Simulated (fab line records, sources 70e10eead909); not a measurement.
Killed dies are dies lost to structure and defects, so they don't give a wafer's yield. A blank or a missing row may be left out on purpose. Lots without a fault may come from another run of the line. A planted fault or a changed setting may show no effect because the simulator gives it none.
A struck lot beside a sound one | flow nand_harc | 15 steps out of a route of 1302
Sound: wafers L417.2, L417.4, L417.6. Struck: wafers L403.1, L403.2, L403.3. The cause comes at the end.
At each step with rows: each side's tool, then ch and its chambers, then its first start. Under that, the readings that differ: sound wafers | struck wafers | difference of the means | sigmas: that difference in standard deviations of wafers without a fault.
alike: readings whose means differ by less than 2 such deviations, and words and numbers that are the same on both sides. not compared: withheld readings, readings that some wafer has no value for, bounds like >300 that may hide the same value, and numbers for which the record gives no deviation and whose values overlap.
The two part at a step that has a row with sigmas, a row that says differs or no value, or rows on one side only. Numbers that don't overlap but have no deviation are shown without sigmas and don't part them. A reading that every wafer of one side lacks parts them only if that side has two wafers or more.

NHARC_P_GATE_CD_MEAS_46: target cd 720 nm.
  sound on cd_sem-01 ch 0, day 13 00:52; struck on cd_sem-02 ch 0, day 7 07:42
  alike: cd_nm
then, 1 step without rows for these wafers: NHARC_P_GATE_HARDBAKE_47 (time 80 s).
NHARC_P_GATE_DESCUM_48: chemistry O2, time 3 s.
  sound on rie_diel-04 ch 2,3, day 13 01:01; struck on rie_diel-12 ch 0,2,3, day 7 07:52
  alike: drypump_motor_current_A, mfc_ar_sccm, oes_product_au, rf_vpp_V, showerhead_plenum_p_Torr, throttle_valve_pct
  not compared: rf_hours_counter_h
then, 1 step without rows for these wafers: NHARC_P_GATE_IMPLANT_49.
NHARC_P_GATE_STRIP_111: strips in N2/H2, time 250 s.
  sound on plasma_asher-02 ch 0, day 13 01:23; struck on plasma_asher-01 ch 0,1, day 7 08:14
  alike: drypump_motor_current_A, heater_power_w
  not compared: rf_hours_counter_h
NHARC_P_GATE_STRIP_75: strips in O2.
  sound on plasma_asher-02 ch 0, day 13 01:41; struck on plasma_asher-01 ch 0,1, day 7 08:32
  alike: drypump_motor_current_A, heater_power_w
  not compared: rf_hours_counter_h
then, 6 steps without rows for these wafers: NHARC_P_GATE_STRIP_50 (strips in SPM, time 900 s); NHARC_P_GATE_DEHYDRATE_51 (time 120 s); NHARC_P_GATE_HMDS_52 (time 30 s); NHARC_P_GATE_COAT_53; NHARC_P_GATE_SOFTBAKE_54 (time 95 s); NHARC_P_GATE_EBR_55.
NHARC_P_GATE_EXPOSE_56: exposes mask P PSD, target cd 720 nm.
  sound on krf_scanner-04 ch 0, day 13 02:20; struck on krf_scanner-04 ch 0, day 7 09:18
  reading | sound                   | struck                           | difference | sigmas
  mask    | P_PSD#0 P_PSD#0 P_PSD#0 | P_PSD_R1#0 P_PSD_R1#0 P_PSD_R1#0 | differs    |
then, 1 step without rows for these wafers: NHARC_P_GATE_PEB_57 (peb time 85 s).
-- the record jumps here: 20 days lie between the struck wafers' starts before and after (it left off in module P_GATE and takes up again in module END, whose first step shown is number 1302 of the route) --
NHARC_END_SORT_01:
  sound on prober-02 ch 0, day 31 12:17; struck on prober-02 ch 0, day 27 11:49
  alike: killed_at_array, killed_at_other, killed_at_periphery, killed_dies, killed_open, killed_short

WHERE THEY PART
Only at NHARC_P_GATE_EXPOSE_56, within this record. Later steps at which nothing parts them and some readings are alike: NHARC_END_SORT_01.

WHY: what the simulator had put in
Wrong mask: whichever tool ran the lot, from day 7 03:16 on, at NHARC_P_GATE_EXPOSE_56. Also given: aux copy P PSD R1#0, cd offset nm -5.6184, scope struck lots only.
